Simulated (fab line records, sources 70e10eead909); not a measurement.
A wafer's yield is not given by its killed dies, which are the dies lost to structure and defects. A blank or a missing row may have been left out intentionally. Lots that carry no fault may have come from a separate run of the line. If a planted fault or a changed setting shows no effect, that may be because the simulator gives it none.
Chamber matching -- flow nand-harc -- NHARC_A_M1_DEP_33 on pecvd-03 has 3 sister chambers
The step deposits SiCN, target thk 30 nm. 6 wafers are shown with their chamber, then 11 later ones without.

WAFERS WITH THEIR CHAMBER
wafer,chamber,heater-power-w (W),susceptor-temp-C (C)
L083.5,1,463,369.95
L088.2,1,462,370.25
L088.3,2,474,370.04
L089.3,2,432,369.87
L089.6,0,496,369.99
L090.1,0,558,369.73

WAFERS WHOSE CHAMBER IS MISSING
wafer,heater-power-w (W),susceptor-temp-C (C)
L090.3,438,369.93
L090.5,490,369.88
L093.1,504,369.82
L093.4,500,369.97
L093.5,459,370.05
L096.3,497,369.94
L096.4,424,369.69
L096.5,531,369.88
L097.1,400,369.58
L097.4,420,369.71
L097.5,501,369.96

CHAMBER TAKEN BY EACH
wafer,from the rows above,in truth
L090.3,can't be placed: 2 or 1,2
L090.5,can't be placed: 0 or 2 or 1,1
L093.1,can't be placed: 0 or 2 or 1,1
L093.4,can't be placed: 0 or 1 or 2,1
L093.5,can't be placed: 1 or 2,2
L096.3,can't be placed: 0 or 2 or 1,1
L096.4,can't be placed: 2 or 1 or 0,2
L096.5,0,0
L097.1,can't be placed: 2 or 1 or 0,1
L097.4,can't be placed: 2 or 1 or 0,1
L097.5,can't be placed: 0 or 1 or 2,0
Correctly placed: 1 of 11. Cannot be placed on the basis of these rows: 10; the candidates contain the true chamber in 10. Number placed wrongly: 0.
How it was worked out, from the rows above alone: a wafer's distance from a chamber is the root of the sum, over the readings, of the square of ((its reading less the chamber's mean) divided by the reading's scatter). If the next closest chamber is less than 2 further off than the closest, the wafer can't be placed; otherwise it belongs to the closest. For every chamber, the mean is computed from those of its wafers that are shown. The scatter is the square root of a quotient: the sum, over the shown wafers, of each reading's squared deviation from its chamber's mean, divided by wafers minus chambers.
